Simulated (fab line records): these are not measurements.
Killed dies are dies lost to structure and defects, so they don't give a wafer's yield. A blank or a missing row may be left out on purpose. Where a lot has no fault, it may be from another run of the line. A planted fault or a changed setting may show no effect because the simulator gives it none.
Matching of chambers ; flow nandHarc ; 3 sister chambers for NHARC_P_M0_PRE_CLEAN_31 on pecvd-01
The step time 12 s. 14 wafers are shown with their chamber, then 7 later ones without.

== EACH WAFER AND ITS CHAMBER ==
wafer;chamber;heaterPowerW (W)
L757.1;0;596
L757.2;2;568
L757.5;1;553
L763.3;2;455
L763.5;2;465
L763.6;0;639
L764.1;1;606
L764.2;2;524
L764.3;0;565
L766.2;1;680
L766.4;0;595
L766.6;1;662
L768.4;2;510
L768.5;0;645

SIGNATURES (averages over the wafers above)
reading;chamber 0;chamber 1;chamber 2;scatter within a chamber
heaterPowerW;608.00;625.25;504.40;45.6
Rule: for a wafer and a chamber, the distance is found by dividing, reading by reading, the gap between the wafer's reading and the chamber's mean by the reading's scatter, squaring, summing and taking the root. The wafer belongs to the nearest chamber; if the next one is less than 2 further off, it can't be placed. The scatter: take each reading less its chamber's mean, square it, sum over the shown wafers, divide by the number of wafers less the number of chambers, and take the root.

== WAFERS WITHOUT THEIR CHAMBER ==
wafer;heaterPowerW (W)
L768.6;560
L769.3;556
L769.4;483
L769.6;563
L777.1;698
L777.2;652
L777.5;596

== WHICH CHAMBER EACH ONE RAN IN ==
wafer;from the rows above;in truth
L768.6;can't be placed: 0 or 2 or 1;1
L769.3;can't be placed: 2 or 0 or 1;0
L769.4;2;2
L769.6;can't be placed: 0 or 2 or 1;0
L777.1;can't be placed: 1 or 0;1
L777.2;can't be placed: 1 or 0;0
L777.5;can't be placed: 0 or 1 or 2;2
Placed correctly: 1 of 7. From these rows, 6 cannot be placed; in 6 the true chamber is one of the candidates. Number placed wrongly: 0.
